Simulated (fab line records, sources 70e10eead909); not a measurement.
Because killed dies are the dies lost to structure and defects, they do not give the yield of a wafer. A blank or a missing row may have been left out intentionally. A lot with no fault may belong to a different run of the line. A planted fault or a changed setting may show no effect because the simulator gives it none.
Struck lot and sound lot, side by side -- flow nandHarc -- 18 steps out of a route of 1159
Sound: these wafers, L587.1, L587.5, L587.6. Wafers struck: L592.1, L592.4, L592.6. The cause comes at the end.
Per side, at each step with rows, come the tool, then ch with its chambers, and then its first start. Under that, the readings that differ: sound wafers -- struck wafers -- difference of the means -- sigmas: that difference in standard deviations of wafers without a fault.
alike: readings with means less than 2 such deviations apart, plus words and numbers identical on both sides. not compared: withheld readings, readings lacking a value on some wafer, bounds such as >300 that could conceal the same value, and numbers that have no deviation in the record and whose values overlap.
The two part at a step that has a row with sigmas, a row that says differs or no value, or rows on one side only. Numbers that have no deviation but don't overlap get no sigmas and don't part them. Lack of a reading on every wafer of one side parts them only where that side has two or more wafers.

NHARC_P_GATE_CD_MEAS_46 targets a cd of 720 nm.
  sound on cdSem-01 ch 0, day 5 21:13; struck on cdSem-03 ch 0, day 7 06:26
  alike: cdNm
then, 1 step without rows for these wafers: NHARC_P_GATE_HARDBAKE_47 (time 80 s).
NHARC_P_GATE_DESCUM_48: chemistry O2, time 3 s.
  sound on rieDiel-05 ch 0,1,2, day 5 21:24; struck on rieDiel-02 ch 0,1,3, day 7 06:38
reading,sound,struck,difference,sigmas
showerheadPlenumPTorr (Torr),2.04 1.97 1.93,1.80 1.81 1.80,-0.18,-2
  alike: drypumpMotorCurrentA, oesProductAu, rfVppV, throttleValvePct
  not compared: rfHoursCounterH
after that, 1 step had no rows for these wafers: NHARC_P_GATE_IMPLANT_49.
NHARC_P_GATE_STRIP_111: strips in N2/H2, time 250 s.
  sound on plasmaAsher-02 ch 0,1, day 5 21:44; struck on plasmaAsher-02 ch 0,1, day 7 06:58
  alike: drypumpMotorCurrentA, heaterPowerW
  not compared: rfHoursCounterH
NHARC_P_GATE_STRIP_75: strips in O2.
  sound on plasmaAsher-02 ch 0,1, day 5 22:03; struck on plasmaAsher-02 ch 0,1, day 7 07:17
  alike: drypumpMotorCurrentA, heaterPowerW
  not compared: rfHoursCounterH
then, 6 steps without rows for these wafers: NHARC_P_GATE_STRIP_50 (strips in SPM, time 900 s); NHARC_P_GATE_DEHYDRATE_51 (time 120 s); NHARC_P_GATE_HMDS_52 (time 30 s); NHARC_P_GATE_COAT_53; NHARC_P_GATE_SOFTBAKE_54 (time 95 s); NHARC_P_GATE_EBR_55.
NHARC_P_GATE_EXPOSE_56: exposes mask P PSD, target cd 720 nm.
  sound on krfScanner-01 ch 0, day 5 22:49; struck on krfScanner-01 ch 0, day 7 08:02
reading,sound,struck,difference,sigmas
mask,P_PSD#0 P_PSD#0 P_PSD#0,P_PSD_R1#0 P_PSD_R1#0 P_PSD_R1#0,differs,
  alike: stageVelMmS
then, 2 steps without rows for these wafers: NHARC_P_GATE_PEB_57 (peb time 85 s); NHARC_P_GATE_DEVELOP_58 (time 70 s).
NHARC_P_GATE_CD_MEAS_59 targets a cd of 720 nm.
  sound on cdSem-02 ch 0, day 5 22:58; struck on cdSem-01 ch 0, day 7 08:12
reading,sound,struck,difference,sigmas
cdNm (nm),720.6 719.6 721.1,712.5 713.1 712.8,-7.6,-6
then, 2 steps without rows for these wafers: NHARC_P_GATE_HARDBAKE_60 (time 80 s); NHARC_END_SORT_01.

== WHERE THEY PART ==
Last at NHARC_P_GATE_CD_MEAS_59 as far as this record goes, first at NHARC_P_GATE_DESCUM_48.

WHY: the cause the simulator had injected
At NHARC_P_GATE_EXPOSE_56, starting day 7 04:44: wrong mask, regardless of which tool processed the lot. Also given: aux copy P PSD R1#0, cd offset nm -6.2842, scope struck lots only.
